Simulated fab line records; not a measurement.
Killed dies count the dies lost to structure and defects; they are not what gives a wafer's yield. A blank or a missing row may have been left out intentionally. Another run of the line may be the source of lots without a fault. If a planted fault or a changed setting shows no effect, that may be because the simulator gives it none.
fab line records	flow nand-harc
record lots=13	wafers=39	last-day=33
route steps=1302 shown A_CONTACT@1089 END@1302
lots that met no fault: from a run of the same line without faults
start-h: the number of hours between the record's first day and the start of the first shown wafer of the lot	wait-h: hours elapsed since this lot's preceding step	" repeats the value in the row above	L1.1+2: several wafers, shown together as one row	- no value, or no start given	* or withheld: withheld	< > ~ a bound
route shown NAME@n: names a module that has steps shown in the file, with the first one's number in the route	usual: average and standard deviation across the fault-free wafers	same: alike in all rows	chamber/n: place in a boat	sites: each site's reading	_std_site: their standard deviation	_edge_site: outer sites' mean less inner sites'	radius-mm: for every site, how far away it sits from the centre of the wafer	mask NAME#n: copy n	behind: the most recent tool/chamber to have shaped the wafer	hold: reason for holding the lot/hours on hold/outcome of the hold	device: whichever transistor did not switch (one of n, p or np)	end of line: tests of these same wafers at the route's end	step lacking rows: just its recipe	killed: not the wafer's yield, but the dies lost to structure and defects at the first sort	map: a wafer's dies, marking killed ones x, the rest . and places with no die _
set.NAME: the run value of the setting; set.NAME@STEP: its run value at that earlier step	model.NAME: the simulator's own value behind a step, which no gauge read
route steps across a sampled set of lots; one table per step, one row per wafer
services: a tool's chamber out of use, with start hour (start-h, from the record's first day; less than 0 if before it), hours out, and reason
## steps
# step NHARC_A_CONTACT_ETCH_137
# recipe source-w=withheld	pressure-mtorr=20	bias-v=1200	time-s=311	target-depth-a=19120	ar-flow-sccm=withheld	c4f8-flow-sccm=withheld	o2-flow-sccm=withheld	chemistry=C4F8/O2/Ar
# same time-s=311
lot.wafer	tool	chamber	start-h	wait-h	rf-hours-counter-h
L539.2	har-cap-etch-02	1	507.61	0.2	87
L539.5	"	0	"	"	-
L539.6	"	1	"	"	-
L540.1	har-cap-etch-01	0	535.60	0.2	5
L540.2	"	1	"	"	5
L540.5	"	1	"	"	-
L543.2	har-cap-etch-01	1	548.87	0.3	8
L543.1	"	0	"	"	8
L543.5	"	1	"	"	-
L542.4	har-cap-etch-03	1	554.86	0.2	-
L542.5	"	1	"	"	-
L542.6	"	0	"	"	-
L544.2	har-cap-etch-03	0	563.71	0.2	52
L544.3	"	1	"	"	-
L544.6	"	0	"	"	-
L551.1	har-cap-etch-02	1	629.04	0.3	110
L551.3	"	0	"	"	-
L551.6	"	1	"	"	-
L553.2	har-cap-etch-02	0	641.84	0.2	112
L553.3	"	0	"	"	-
L553.6	"	0	"	"	-
L554.2	har-cap-etch-01	0	649.74	0.2	29
L554.4	"	0	"	"	-
L554.3	"	1	"	"	-
L556.2	har-cap-etch-01	0	679.30	0.2	31
L556.6	"	1	"	"	-
L556.5	"	0	"	"	-
L557.1	har-cap-etch-03	1	694.53	0.2	77
L557.4	"	1	"	"	-
L557.5	"	0	"	"	-
L558.1	har-cap-etch-02	0	714.34	0.2	123
L558.6	"	0	"	"	-
L558.5	"	1	"	"	-
L559.2	har-cap-etch-02	1	719.07	0.2	124
L559.3	"	0	"	"	-
L559.5	"	0	"	"	-
L560.3	har-cap-etch-01	0	720.23	0.2	-
L560.4	"	1	"	"	-
L560.5	"	0	"	"	-
# step NHARC_A_CONTACT_ETCH_139
# recipe source-w=withheld	pressure-mtorr=20	bias-v=400	time-s=195	target-depth-a=8400	ar-flow-sccm=withheld	c4f8-flow-sccm=11.5	o2-flow-sccm=7.2	chemistry=C4F8/O2/Ar
# same time-s=195
lot.wafer	tool	chamber	start-h	wait-h	rf-hours-counter-h
L539.2	har-cap-etch-02	1	508.16	0.2	87
L539.5	"	0	"	"	-
L539.6	"	1	"	"	-
L540.1	har-cap-etch-01	0	536.15	0.2	5
L540.2	"	1	"	"	5
L540.5	"	1	"	"	-
L543.2	har-cap-etch-01	1	549.59	0.3	8
L543.1	"	0	"	"	8
L543.5	"	1	"	"	-
L542.4	har-cap-etch-03	1	555.40	0.2	-
L542.5	"	1	"	"	-
L542.6	"	0	"	"	-
L544.2	har-cap-etch-03	0	564.25	0.2	52
L544.3	"	1	"	"	-
L544.6	"	0	"	"	-
L551.1	har-cap-etch-02	1	629.76	0.3	110
L551.3	"	0	"	"	-
L551.6	"	1	"	"	-
L553.2	har-cap-etch-02	0	642.38	0.2	113
L553.3	"	0	"	"	-
L553.6	"	0	"	"	-
L554.2	har-cap-etch-01	0	650.28	0.2	29
L554.4	"	0	"	"	-
L554.3	"	1	"	"	-
L556.2	har-cap-etch-01	0	679.85	0.2	32
L556.6	"	1	"	"	-
L556.5	"	0	"	"	-
L557.1	har-cap-etch-03	1	695.07	0.2	78
L557.4	"	1	"	"	-
L557.5	"	0	"	"	-
L558.1	har-cap-etch-02	0	714.89	0.2	124
L558.6	"	0	"	"	-
L558.5	"	1	"	"	-
L559.2	har-cap-etch-02	1	719.61	0.2	125
L559.3	"	0	"	"	-
L559.5	"	0	"	"	-
L560.3	har-cap-etch-01	0	720.78	0.2	-
L560.4	"	1	"	"	-
L560.5	"	0	"	"	-
# step NHARC_A_CONTACT_STRIP_26
# recipe o2-flow-sccm=500	ar-flow-sccm=0	bias-w=0	chemistry=O2
# usual drypump-motor-current-A=5.6/0.55	oes-product-au=0.999/0.0084	rf-vpp-V=57.8/1	showerhead-plenum-p-Torr=3.53/0.14	throttle-valve-pct=17.036/0.0093
lot.wafer	tool	chamber	start-h	wait-h	drypump-motor-current-A	oes-product-au	rf-hours-counter-h	rf-vpp-V	showerhead-plenum-p-Torr	throttle-valve-pct
L539.2	rie-diel-03	1	-	-	6.2	1.012	15	59.4	3.80	17.028
L539.6	"	1	"	"	6.2	1.007	-	60.9	3.80	17.035
L539.5	"	2	"	"	5.2	0.998	-	57.7	3.65	17.026
L540.1	rie-diel-10	0	-	-	5.5	0.995	31	56.6	3.53	17.041
L540.2	"	3	"	"	4.6	0.998	44	58.4	3.54	17.041
L540.5	"	1	"	"	6.5	0.999	-	58.8	3.35	17.035
L543.1	rie-diel-05	0	-	-	5.5	1.012	24	57.1	3.45	17.039
L543.2	"	1	"	"	5.5	1.012	25	58.0	3.69	17.024
L543.5	"	0	"	"	5.5	1.018	-	57.7	3.45	17.045
L542.4	rie-diel-10	0	-	-	5.6	1.006	39	57.9	3.52	17.045
L542.5	"	2	"	"	6.1	1.007	-	58.7	3.74	17.025
L542.6	"	3	"	"	4.6	0.987	-	58.2	3.53	17.037
L544.2	rie-diel-05	2	-	-	5.8	1.012	27	57.2	3.51	17.035
L544.3	"	3	"	"	4.9	1.010	20	56.7	3.41	17.022
L544.6	"	2	"	"	5.8	1.005	-	57.4	3.51	17.055
L551.3	rie-diel-10	0	-	-	5.6	0.990	6	56.9	3.51	17.035
L551.1	"	2	"	"	6.1	1.004	6	58.1	3.73	17.029
L551.6	"	0	"	"	5.5	1.000	-	57.5	3.51	17.039
L553.2	rie-diel-05	0	-	-	5.5	1.003	6	57.5	3.44	17.041
L553.3	"	2	"	"	5.8	1.000	6	57.8	3.51	17.037
L553.6	"	1	"	"	5.5	0.997	-	58.2	3.68	17.049
L554.4	rie-diel-03	0	-	-	6.3	1.013	1	56.3	3.37	17.040
L554.2	"	2	"	"	5.2	0.995	2	58.7	3.62	17.029
L554.3	"	3	"	"	5.3	1.003	1	57.9	3.33	17.048
L556.2	rie-diel-05	1	-	-	5.5	0.984	10	59.4	3.68	17.045
L556.6	"	1	"	"	5.5	1.001	-	57.9	3.68	17.027
L556.5	"	2	"	"	5.8	0.985	-	57.4	3.50	17.039
L557.4	rie-diel-03	1	-	-	6.2	0.999	16	58.0	3.77	17.017
L557.1	"	3	"	"	5.3	0.993	11	58.4	3.33	17.052
L557.5	"	0	"	"	6.3	0.997	-	57.1	3.36	17.035
L558.1	rie-diel-05	3	-	-	4.9	1.009	17	56.4	3.39	17.033
L558.5	"	0	"	"	5.5	0.992	-	58.4	3.44	17.016
L558.6	"	1	"	"	5.5	1.003	-	57.7	3.68	17.029
L559.2	rie-diel-05	1	-	-	5.5	1.001	19	58.3	3.67	17.036
L559.3	"	2	"	"	5.8	0.988	20	57.6	3.50	17.020
L559.5	"	0	"	"	5.5	0.983	-	59.0	3.44	17.038
L560.4	rie-diel-10	1	-	-	6.4	0.985	34	56.2	3.32	17.039
L560.3	"	0	"	"	5.6	0.999	35	58.6	3.50	17.041
L560.5	"	1	"	"	6.4	0.976	-	57.4	3.32	17.033
# step NHARC_A_CONTACT_CMP_20
# recipe t-overpolish-s=30	target-thk-nm=300
# usual motor-current-A=12.1/1.2	overpolish-run-s=30.000/0.011	time-to-endpoint-s=59/3.4
# same t-overpolish-s=30
lot.wafer	tool	chamber	start-h	wait-h	motor-current-A	overpolish-run-s	time-to-endpoint-s
L539.2	cmp-02	2	510.95	0.8	10.8	30.003	56
L539.6	"	2	"	"	11.5	29.995	56
L539.5	"	3	"	"	12.2	30.013	54
L540.2	cmp-03	3	538.99	0.8	13.2	30.016	59
L540.1	"	1	"	"	13.0	29.995	62
L540.5	"	0	"	"	12.7	30.012	59
L543.2	cmp-03	3	553.28	1.2	12.8	30.005	57
L543.1	"	1	"	"	12.6	30.004	61
L543.5	"	2	"	"	11.0	30.002	53
L542.4	cmp-03	0	558.29	0.4	12.6	30.019	61
L542.5	"	3	"	"	13.5	30.030	59
L542.6	"	0	"	"	12.9	30.000	60
L544.3	cmp-04	0	567.09	0.5	11.2	29.999	57
L544.2	"	3	"	"	13.2	30.001	59
L544.6	"	1	"	"	10.2	30.010	63
L551.3	cmp-03	0	632.59	0.4	13.0	29.990	35
L551.1	"	1	"	"	12.2	29.996	61
L551.6	"	1	"	"	11.8	30.011	64
L553.2	cmp-03	1	645.27	0.7	12.1	29.998	60
L553.3	"	3	"	"	13.4	30.012	29
L553.6	"	1	"	"	12.3	30.005	59
L554.3	cmp-04	0	653.09	0.5	11.5	29.999	58
L554.2	"	1	"	"	9.9	29.998	61
L554.4	"	3	"	"	14.2	29.990	63
L556.2	cmp-04	1	682.62	0.8	10.2	30.014	61
L556.6	"	1	"	"	10.2	29.993	66
L556.5	"	2	"	"	13.0	30.011	64
L557.1	cmp-02	2	697.89	0.8	11.1	29.985	57
L557.4	"	3	"	"	12.9	30.000	58
L557.5	"	1	"	"	12.2	30.019	67
L558.1	cmp-03	3	717.78	0.7	14.0	29.999	61
L558.6	"	0	"	"	12.6	30.018	60
L558.5	"	1	"	"	12.4	29.993	62
L559.3	cmp-03	1	722.44	0.4	12.4	30.012	60
L559.2	"	3	"	"	13.0	29.991	59
L559.5	"	2	"	"	11.0	29.992	54
L560.3	cmp-03	0	723.51	0.5	12.2	30.001	61
L560.4	"	2	"	"	11.2	30.003	55
L560.5	"	0	"	"	12.4	30.005	60
# step NHARC_END_SORT_01
# recipe temp-c=25
# usual killed-at-array=59/20	killed-at-other=0.8/1	killed-at-periphery=3.2/2.1	killed-dies=63/21	killed-open=3.0/1.9	killed-short=2.3/1.5
# same gross-dies=677
lot.wafer	tool	chamber	start-h	wait-h	killed-at-array	killed-at-other	killed-at-periphery	killed-dies	killed-open	killed-short
L539.2	prober-02	0	556.20	2.8	69	3	1	73	6	1
L539.5	prober-02	0	558.56	3.6	64	1	1	66	3	2
L539.6	prober-02	0	559.35	3.9	65	2	4	71	2	1
L540.1	prober-02	0	585.57	2.5	23	0	2	25	2	3
L540.2	prober-02	0	586.36	2.8	21	1	1	23	2	2
L540.5	prober-02	0	588.75	3.7	21	1	3	25	8	3
L543.1	prober-02	0	597.61	2.5	29	1	2	32	7	2
L543.2	prober-02	0	598.41	2.8	26	0	2	28	2	1
L543.5	prober-02	0	600.81	3.7	22	1	1	24	1	1
L542.4	prober-01	0	607.76	3.4	25	0	1	26	3	0
L542.5	prober-01	0	608.55	3.7	20	0	4	24	6	0
L542.6	prober-01	0	609.34	4.0	30	0	3	33	4	6
L544.2	prober-02	0	616.02	2.8	75	0	2	77	2	4
L544.3	prober-02	0	616.83	3.1	83	2	3	88	2	4
L544.6	prober-02	0	619.26	4.0	70	0	8	78	8	4
L551.1	prober-01	0	678.09	2.5	103	1	1	105	1	1
L551.3	prober-01	0	679.69	3.1	93	0	0	93	2	1
L551.6	prober-01	0	682.08	4.0	85	0	3	88	5	2
L553.2	prober-01	0	702.23	2.8	67	0	6	73	9	2
L553.3	prober-01	0	703.04	3.1	78	0	5	83	3	2
L553.6	prober-01	0	705.45	4.0	66	0	9	75	5	4
L554.2	prober-01	0	710.06	2.8	24	0	4	28	4	2
L554.3	prober-01	0	710.85	3.1	21	0	2	23	3	2
L554.4	prober-01	0	711.64	3.4	23	0	2	25	4	0
L556.2	prober-01	0	729.31	2.8	55	0	3	58	1	2
L556.5	prober-01	0	731.66	3.6	60	2	1	63	3	2
L556.6	prober-01	0	732.44	3.9	66	0	1	67	3	2
L557.1	prober-01	0	744.17	2.5	89	0	3	92	1	6
L557.4	prober-01	0	746.59	3.4	83	0	5	88	2	3
L557.5	prober-01	0	747.39	3.7	79	2	1	82	4	2
L558.1	prober-01	0	761.88	2.5	64	2	2	68	8	1
L558.5	prober-01	0	765.07	3.7	66	0	2	68	4	2
L558.6	prober-01	0	765.87	4.0	62	0	2	64	3	2
L559.2	prober-01	0	772.73	2.8	53	2	2	57	3	2
L559.3	prober-01	0	773.52	3.1	62	1	2	65	7	1
L559.5	prober-01	0	775.10	3.7	57	0	2	59	3	0
L560.3	prober-01	0	789.09	3.1	47	2	0	49	1	3
L560.4	prober-01	0	789.90	3.4	51	2	3	56	2	3
L560.5	prober-01	0	790.70	3.7	48	4	3	55	1	4
# killed by level:class
L539.2 A_CHANNEL_HOLE_D1:chamber-film-flake=26 A_SLIT:chamber-film-flake=21 A_CHANNEL_HOLE_D2:chamber-film-flake=9 A_CONTACT:chamber-film-flake=4 A_STAIRCASE:chamber-film-flake=3 A_DECK1_JOINT:geometric-particle:open=2 THIN_TSV:chamber-film-flake=2 A_ONON_D1:geometric-particle:open=1
L539.5 A_CHANNEL_HOLE_D1:chamber-film-flake=27 A_SLIT:chamber-film-flake=24 A_CHANNEL_HOLE_D2:chamber-film-flake=5 A_CONTACT:chamber-film-flake=3 P_M1:geometric-particle:open=1 A_ONON_D1:geometric-particle:short=1 A_CHANNEL_HOLE_D1:geometric-particle:short=1 A_DECK1_JOINT:geometric-particle:open=1
L539.6 A_CHANNEL_HOLE_D1:chamber-film-flake=30 A_SLIT:chamber-film-flake=21 A_CHANNEL_HOLE_D2:chamber-film-flake=5 A_STAIRCASE:chamber-film-flake=3 A_CONTACT:chamber-film-flake=3 P_M0:chamber-film-flake=2 THIN_TSV:chamber-film-flake=2 P_M0:geometric-particle:open=1
L540.1 A_CHANNEL_HOLE_D2:chamber-film-flake=7 A_CONTACT:chamber-film-flake=6 A_CHANNEL_HOLE_D1:chamber-film-flake=2 A_CHANNEL_FILL_D1:geometric-particle:open=1 A_ONON_D2:geometric-particle:short=1 A_CHANNEL_FILL_D2:geometric-particle:short=1 A_CHANNEL_FILL_D2:geometric-particle:open=1 A_WL_FILL:geometric-particle:short=1
L540.2 A_CHANNEL_HOLE_D2:chamber-film-flake=11 A_CONTACT:chamber-film-flake=4 A_DECK1_JOINT:geometric-particle:short=1 A_SGD_CUT:geometric-particle:open=1 A_CONTACT:geometric-particle:short=1 A_M0:geometric-particle:open=1 P_GATE:chamber-film-flake=1 A_CHANNEL_HOLE_D1:chamber-film-flake=1
L540.5 A_CHANNEL_HOLE_D2:chamber-film-flake=7 A_CHANNEL_FILL_D1:geometric-particle:open=2 A_DECK1_JOINT:geometric-particle:short=2 A_CONTACT:chamber-film-flake=2 P_CONTACT:geometric-particle:open=1 P_M1:geometric-particle:open=1 A_ONON_D1:geometric-particle:short=1 A_DECK1_JOINT:geometric-particle:open=1
L543.1 A_CHANNEL_HOLE_D2:chamber-film-flake=11 A_M0:geometric-particle:open=3 A_WL_FILL:chamber-film-flake=3 A_STAIRCASE:chamber-film-flake=2 A_CHANNEL_FILL_D1:geometric-particle:short=1 A_CHANNEL_FILL_D1:geometric-particle:open=1 A_DECK1_JOINT:geometric-particle:open=1 A_CHANNEL_HOLE_D2:geometric-particle:short=1
L543.2 A_CHANNEL_HOLE_D2:chamber-film-flake=15 A_CHANNEL_HOLE_D1:chamber-film-flake=2 A_WL_FILL:chamber-film-flake=2 A_CONTACT:chamber-film-flake=2 P_M0:geometric-particle:open=1 A_CHANNEL_HOLE_D1:geometric-particle:open=1 A_CHANNEL_FILL_D1:geometric-particle:short=1 P_STI:chamber-film-flake=1
L543.5 A_CHANNEL_HOLE_D2:chamber-film-flake=14 A_STAIRCASE:chamber-film-flake=3 A_CHANNEL_HOLE_D1:geometric-particle:short=1 A_BLC:geometric-particle:open=1 P_GATE:chamber-film-flake=1 A_DECK1_JOINT:chamber-film-flake=1 A_CHANNEL_FILL_D2:chamber-film-flake=1 A_CONTACT:chamber-film-flake=1
L542.4 A_CHANNEL_HOLE_D2:chamber-film-flake=13 A_DECK1_JOINT:chamber-film-flake=3 A_STAIRCASE:chamber-film-flake=2 A_CONTACT:chamber-film-flake=2 A_CHANNEL_FILL_D1:geometric-particle:open=1 A_CHANNEL_FILL_D2:geometric-particle:open=1 A_M0:geometric-particle:open=1 P_GATE:chamber-film-flake=1
L542.5 A_CHANNEL_HOLE_D2:chamber-film-flake=7 A_CONTACT:chamber-film-flake=3 P_M0:geometric-particle:open=2 A_STAIRCASE:chamber-film-flake=2 A_CHANNEL_HOLE_D1:geometric-particle:open=1 A_CHANNEL_FILL_D1:geometric-particle:open=1 A_DECK1_JOINT:geometric-particle:open=1 A_CHANNEL_HOLE_D2:geometric-particle:open=1
L542.6 A_CHANNEL_HOLE_D2:chamber-film-flake=8 A_CHANNEL_HOLE_D1:chamber-film-flake=3 A_STAIRCASE:chamber-film-flake=3 A_CONTACT:chamber-film-flake=3 A_ONON_D1:geometric-particle:open=2 A_CHANNEL_FILL_D1:geometric-particle:short=2 A_DECK1_JOINT:chamber-film-flake=2 P_CONTACT:geometric-particle:short=1
L544.2 A_SLIT:chamber-film-flake=28 A_CHANNEL_HOLE_D1:chamber-film-flake=26 A_CHANNEL_HOLE_D2:chamber-film-flake=6 A_STAIRCASE:chamber-film-flake=3 A_CONTACT:chamber-film-flake=3 A_CHANNEL_FILL_D1:geometric-particle:open=2 A_WL_FILL:geometric-particle:short=2 A_ZERO_WELL:chamber-film-flake=2
L544.3 A_SLIT:chamber-film-flake=30 A_CHANNEL_HOLE_D1:chamber-film-flake=29 A_CHANNEL_HOLE_D2:chamber-film-flake=8 A_STAIRCASE:chamber-film-flake=5 A_CONTACT:chamber-film-flake=2 THIN_TSV:chamber-film-flake=2 A_CHANNEL_FILL_D1:geometric-particle:short=1 A_ONON_D2:geometric-particle:open=1
L544.6 A_SLIT:chamber-film-flake=25 A_CHANNEL_HOLE_D1:chamber-film-flake=24 A_CHANNEL_HOLE_D2:chamber-film-flake=9 P_ZERO_WELL:chamber-film-flake=3 P_M0:geometric-particle:open=2 P_STI:chamber-film-flake=2 P_CONTACT:geometric-particle:open=1 A_CHANNEL_FILL_D1:geometric-particle:open=1
L551.1 A_CHANNEL_HOLE_D1:chamber-film-flake=28 A_SLIT:chamber-film-flake=28 A_CHANNEL_HOLE_D2:chamber-film-flake=18 A_STAIRCASE:chamber-film-flake=12 A_CONTACT:chamber-film-flake=7 A_SGD_CUT:chamber-film-flake=4 A_M1:chamber-film-flake=3 A_ZERO_WELL:chamber-film-flake=2
L551.3 A_CHANNEL_HOLE_D1:chamber-film-flake=29 A_SLIT:chamber-film-flake=25 A_CHANNEL_HOLE_D2:chamber-film-flake=14 A_STAIRCASE:chamber-film-flake=7 A_CONTACT:chamber-film-flake=6 A_SGD_CUT:chamber-film-flake=3 A_M1:chamber-film-flake=3 A_CHANNEL_FILL_D2:chamber-film-flake=2
L551.6 A_CHANNEL_HOLE_D1:chamber-film-flake=30 A_SLIT:chamber-film-flake=24 A_CHANNEL_HOLE_D2:chamber-film-flake=6 A_STAIRCASE:chamber-film-flake=6 A_CONTACT:chamber-film-flake=5 A_DECK1_JOINT:geometric-particle:open=3 A_CHANNEL_FILL_D2:chamber-film-flake=3 A_SGD_CUT:chamber-film-flake=3
L553.2 A_CHANNEL_HOLE_D1:chamber-film-flake=26 A_CHANNEL_HOLE_D2:chamber-film-flake=26 A_WL_FILL:geometric-particle:open=4 A_CONTACT:chamber-film-flake=4 P_CONTACT:geometric-particle:open=2 P_GATE:chamber-film-flake=2 P_GATE:geometric-particle:open=1 P_CONTACT:geometric-particle:short=1
L553.3 A_CHANNEL_HOLE_D1:chamber-film-flake=33 A_CHANNEL_HOLE_D2:chamber-film-flake=23 A_CONTACT:chamber-film-flake=5 A_CHANNEL_FILL_D1:chamber-film-flake=3 A_SLIT:chamber-film-flake=3 A_M1:chamber-film-flake=3 P_GATE:chamber-film-flake=2 P_BONDPAD:chamber-film-flake=2
L553.6 A_CHANNEL_HOLE_D1:chamber-film-flake=27 A_CHANNEL_HOLE_D2:chamber-film-flake=19 A_CONTACT:chamber-film-flake=7 A_WL_FILL:geometric-particle:short=3 P_BONDPAD:chamber-film-flake=3 A_CHANNEL_FILL_D2:chamber-film-flake=3 A_ONON_D2:geometric-particle:open=2 P_GATE:chamber-film-flake=2
L554.2 A_CHANNEL_HOLE_D1:chamber-film-flake=8 A_SLIT:chamber-film-flake=4 A_CHANNEL_FILL_D1:geometric-particle:open=2 P_STI:chamber-film-flake=2 A_CHANNEL_HOLE_D2:chamber-film-flake=2 A_WL_FILL:chamber-film-flake=2 P_GATE:geometric-particle:short=1 A_ONON_D1:geometric-particle:open=1
L554.3 A_CHANNEL_HOLE_D1:chamber-film-flake=8 A_SLIT:chamber-film-flake=5 A_ONON_D2:geometric-particle:short=2 A_CONTACT:chamber-film-flake=2 P_CONTACT:geometric-particle:open=1 A_CHANNEL_HOLE_D2:geometric-particle:open=1 A_M0:geometric-particle:open=1 P_STI:chamber-film-flake=1
L554.4 A_CHANNEL_HOLE_D1:chamber-film-flake=12 A_SLIT:chamber-film-flake=6 P_CONTACT:geometric-particle:open=1 P_M0:geometric-particle:open=1 A_CHANNEL_FILL_D1:geometric-particle:open=1 A_SGD_CUT:geometric-particle:open=1 A_CHANNEL_FILL_D1:chamber-film-flake=1 A_DECK1_JOINT:chamber-film-flake=1
L556.2 A_SLIT:chamber-film-flake=29 A_CHANNEL_HOLE_D1:chamber-film-flake=11 A_BLC:chamber-film-flake=4 A_DECK1_JOINT:chamber-film-flake=2 A_CHANNEL_HOLE_D2:chamber-film-flake=2 A_STAIRCASE:chamber-film-flake=2 A_CONTACT:chamber-film-flake=2 P_CONTACT:geometric-particle:open=1
L556.5 A_SLIT:chamber-film-flake=22 A_CHANNEL_HOLE_D1:chamber-film-flake=20 A_CONTACT:chamber-film-flake=6 A_BLC:chamber-film-flake=4 A_STAIRCASE:chamber-film-flake=2 THIN_TSV:chamber-film-flake=2 P_CONTACT:geometric-particle:open=1 A_SOURCE_PLATE:geometric-particle:short=1
L556.6 A_SLIT:chamber-film-flake=36 A_CHANNEL_HOLE_D1:chamber-film-flake=15 A_BLC:chamber-film-flake=4 A_CONTACT:chamber-film-flake=2 A_SOURCE_PLATE:geometric-particle:open=1 A_ONON_D2:geometric-particle:short=1 A_CHANNEL_HOLE_D2:geometric-particle:open=1 A_BLC:geometric-particle:open=1
L557.1 A_SLIT:chamber-film-flake=32 A_CHANNEL_HOLE_D2:chamber-film-flake=24 A_CHANNEL_HOLE_D1:chamber-film-flake=19 A_SGD_CUT:geometric-particle:short=3 A_CONTACT:chamber-film-flake=3 A_ZERO_WELL:chamber-film-flake=2 P_M0:geometric-particle:short=1 A_ONON_D1:geometric-particle:short=1
L557.4 A_CHANNEL_HOLE_D1:chamber-film-flake=28 A_CHANNEL_HOLE_D2:chamber-film-flake=25 A_SLIT:chamber-film-flake=21 A_CONTACT:chamber-film-flake=3 P_BONDPAD:chamber-film-flake=2 P_CONTACT:geometric-particle:short=1 P_M1:geometric-particle:open=1 A_CHANNEL_FILL_D1:geometric-particle:short=1
L557.5 A_SLIT:chamber-film-flake=27 A_CHANNEL_HOLE_D1:chamber-film-flake=25 A_CHANNEL_HOLE_D2:chamber-film-flake=17 A_CONTACT:chamber-film-flake=4 THIN_TSV:chamber-film-flake=2 P_M0:geometric-particle:open=1 A_CHANNEL_FILL_D1:geometric-particle:short=1 A_DECK1_JOINT:geometric-particle:open=1
L558.1 A_CHANNEL_HOLE_D2:chamber-film-flake=24 A_CHANNEL_HOLE_D1:chamber-film-flake=15 A_SLIT:chamber-film-flake=6 A_CONTACT:chamber-film-flake=6 A_BLC:chamber-film-flake=4 P_M1:geometric-particle:open=2 A_CHANNEL_FILL_D2:geometric-particle:open=2 A_CONTACT:geometric-particle:open=2
L558.5 A_CHANNEL_HOLE_D2:chamber-film-flake=25 A_CHANNEL_HOLE_D1:chamber-film-flake=17 A_SLIT:chamber-film-flake=7 A_CONTACT:chamber-film-flake=5 A_BLC:chamber-film-flake=4 A_CHANNEL_FILL_D1:geometric-particle:open=3 A_CHANNEL_FILL_D1:geometric-particle:short=2 A_STAIRCASE:chamber-film-flake=2
L558.6 A_CHANNEL_HOLE_D2:chamber-film-flake=26 A_CHANNEL_HOLE_D1:chamber-film-flake=14 A_BLC:chamber-film-flake=9 A_CHANNEL_FILL_D1:chamber-film-flake=3 A_SLIT:chamber-film-flake=3 P_CONTACT:geometric-particle:open=1 P_CONTACT:geometric-particle:short=1 A_CHANNEL_FILL_D1:geometric-particle:short=1
L559.2 A_CHANNEL_HOLE_D2:chamber-film-flake=25 A_CONTACT:chamber-film-flake=13 A_SLIT:chamber-film-flake=4 A_CHANNEL_HOLE_D1:chamber-film-flake=2 A_BLC:chamber-film-flake=2 THIN_TSV:chamber-film-flake=2 P_CONTACT:geometric-particle:open=1 A_DECK1_JOINT:geometric-particle:short=1
L559.3 A_CHANNEL_HOLE_D2:chamber-film-flake=34 A_CONTACT:chamber-film-flake=9 A_SLIT:chamber-film-flake=7 A_M0:geometric-particle:open=2 A_DECK1_JOINT:chamber-film-flake=2 A_CHANNEL_HOLE_D1:geometric-particle:open=1 A_WL_FILL:geometric-particle:short=1 A_WL_FILL:geometric-particle:open=1
L559.5 A_CHANNEL_HOLE_D2:chamber-film-flake=32 A_SLIT:chamber-film-flake=9 A_CONTACT:chamber-film-flake=7 A_CHANNEL_HOLE_D1:unspecified=4 P_STI:geometric-particle:open=1 A_ONON_D1:geometric-particle:open=1 A_CHANNEL_FILL_D2:geometric-particle:open=1 P_ZERO_WELL:chamber-film-flake=1
L560.3 A_SLIT:chamber-film-flake=27 A_CHANNEL_HOLE_D1:chamber-film-flake=11 A_CONTACT:chamber-film-flake=3 THIN_TSV:chamber-film-flake=2 A_ONON_D1:geometric-particle:short=1 A_SGD_CUT:geometric-particle:short=1 A_WL_FILL:geometric-particle:short=1 A_M0:geometric-particle:open=1
L560.4 A_SLIT:chamber-film-flake=25 A_CHANNEL_HOLE_D1:chamber-film-flake=16 A_CONTACT:chamber-film-flake=5 A_STAIRCASE:chamber-film-flake=2 THIN_TSV:chamber-film-flake=2 P_STI:geometric-particle:short=1 P_CONTACT:geometric-particle:open=1 P_M2:geometric-particle:open=1
L560.5 A_SLIT:chamber-film-flake=29 A_CHANNEL_HOLE_D1:chamber-film-flake=10 THIN_TSV:chamber-film-flake=4 A_WL_FILL:geometric-particle:short=3 P_GATE:chamber-film-flake=3 A_CONTACT:chamber-film-flake=3 A_CHANNEL_FILL_D2:geometric-particle:short=1 A_M0:geometric-particle:open=1
## services
tool	chamber	start-h	hours	kind
rie-diel-10	-	485.03	0.4	repair
har-cap-etch-01	-	497.06	17.0	pm
cmp-03	-	501.26	0.5	repair
cmp-04	-	504.19	4.0	pm
cmp-04	-	541.29	1.7	repair
cmp-03	-	554.00	4.0	pm
rie-diel-05	1	573.90	24.5	repair
cmp-04	-	577.86	3.6	repair
har-cap-etch-01	-	594.01	2.2	repair
rie-diel-10	-	598.42	9.0	pm
cmp-04	-	602.19	4.0	pm
rie-diel-05	-	606.25	9.0	pm
rie-diel-03	0	613.32	12.3	repair
cmp-03	-	615.56	5.0	repair
cmp-04	-	631.79	1.0	repair
cmp-03	-	640.89	1.0	repair
rie-diel-10	-	643.79	0.8	repair
cmp-03	-	652.00	4.0	pm
rie-diel-05	-	659.51	10.5	repair
cmp-03	-	665.00	0.8	repair
har-cap-etch-01	-	682.50	2.5	repair
rie-diel-05	0	685.51	4.9	repair
rie-diel-10	2	687.34	5.2	repair
rie-diel-05	2	687.88	1.9	repair
## key
first-sign step=NHARC_A_CONTACT_CMP_20	reading=time-to-endpoint-s	direction=down	sigmas=8.1	usual=*	struck=*
effect none on later readings
met-at NHARC_A_CONTACT_CMP_20
struck-lots L551,L553
struck-wafers L551.3,L553.3
tester-left-out L551,L553
not-acting-at NHARC_A_CONTACT_ETCH_137,NHARC_A_CONTACT_ETCH_139,NHARC_A_CONTACT_STRIP_26
onset-between 558.29 632.59
fault kind=process-parameter-drift	tool=cmp-03	chamber=-	onset-h=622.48	steps=NHARC_A_CONTACT_CMP_20	channel=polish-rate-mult	offset=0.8	shape=step	end-h=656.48	scope=struck-wafers-only
# tester-left-out: of these lots the tester's yield and bins aren't shown, on N5 and GAA mostly nor the transistor test; their killed dies are dies lost to structure and defects alone, not to doping, threshold or leakage, so they don't give the yield
